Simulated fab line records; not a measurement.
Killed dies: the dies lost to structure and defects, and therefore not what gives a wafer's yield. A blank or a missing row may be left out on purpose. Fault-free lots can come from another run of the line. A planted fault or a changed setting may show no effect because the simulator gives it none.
Chamber matching / flow nandHarc / NHARC_P_GATE_ETCH_32 on rieSi-06 has 4 sister chambers
The step etches the open film in HBr/Cl2, target depth 150 nm, time 100.1 s. 4 wafers are shown with their chamber, then 8 later ones without.

== WAFERS, EACH WITH ITS CHAMBER ==
wafer=L809.5; chamber=2; drypumpMotorCurrentA (A)=5.8
wafer=L818.6; chamber=0; drypumpMotorCurrentA (A)=6.0
wafer=L819.6; chamber=1; drypumpMotorCurrentA (A)=4.8
wafer=L821.1; chamber=3; drypumpMotorCurrentA (A)=6.3

== WAFERS WITH NO CHAMBER GIVEN ==
wafer=L821.3; drypumpMotorCurrentA (A)=6.0
wafer=L821.5; drypumpMotorCurrentA (A)=6.0
wafer=L823.2; drypumpMotorCurrentA (A)=6.0
wafer=L823.4; drypumpMotorCurrentA (A)=5.7
wafer=L823.5; drypumpMotorCurrentA (A)=6.0
wafer=L824.3; drypumpMotorCurrentA (A)=4.8
wafer=L824.5; drypumpMotorCurrentA (A)=5.8
wafer=L824.6; drypumpMotorCurrentA (A)=6.3

== CHAMBER TAKEN BY EACH ==
wafer=L821.3; from the rows above=0; in truth=0
wafer=L821.5; from the rows above=0; in truth=0
wafer=L823.2; from the rows above=0; in truth=0
wafer=L823.4; from the rows above=2; in truth=2
wafer=L823.5; from the rows above=0; in truth=0
wafer=L824.3; from the rows above=1; in truth=1
wafer=L824.5; from the rows above=2; in truth=2
wafer=L824.6; from the rows above=3; in truth=3
8 of 8 placed correctly. Left unplaced by these rows: 0. Placed wrongly: 0.
How it was worked out, from the rows above alone: a wafer's distance from a chamber is the root of the sum, over the readings, of the square of ((its reading less the chamber's mean) divided by the reading's scatter). The wafer belongs to the nearest chamber; if the next one is less than 2 further off, it can't be placed. The mean given for a chamber averages the wafers shown for that chamber. The scatter (one wafer shown for each chamber): square how far every hidden wafer sits from the nearest shown wafer, average those squares and take the square root.
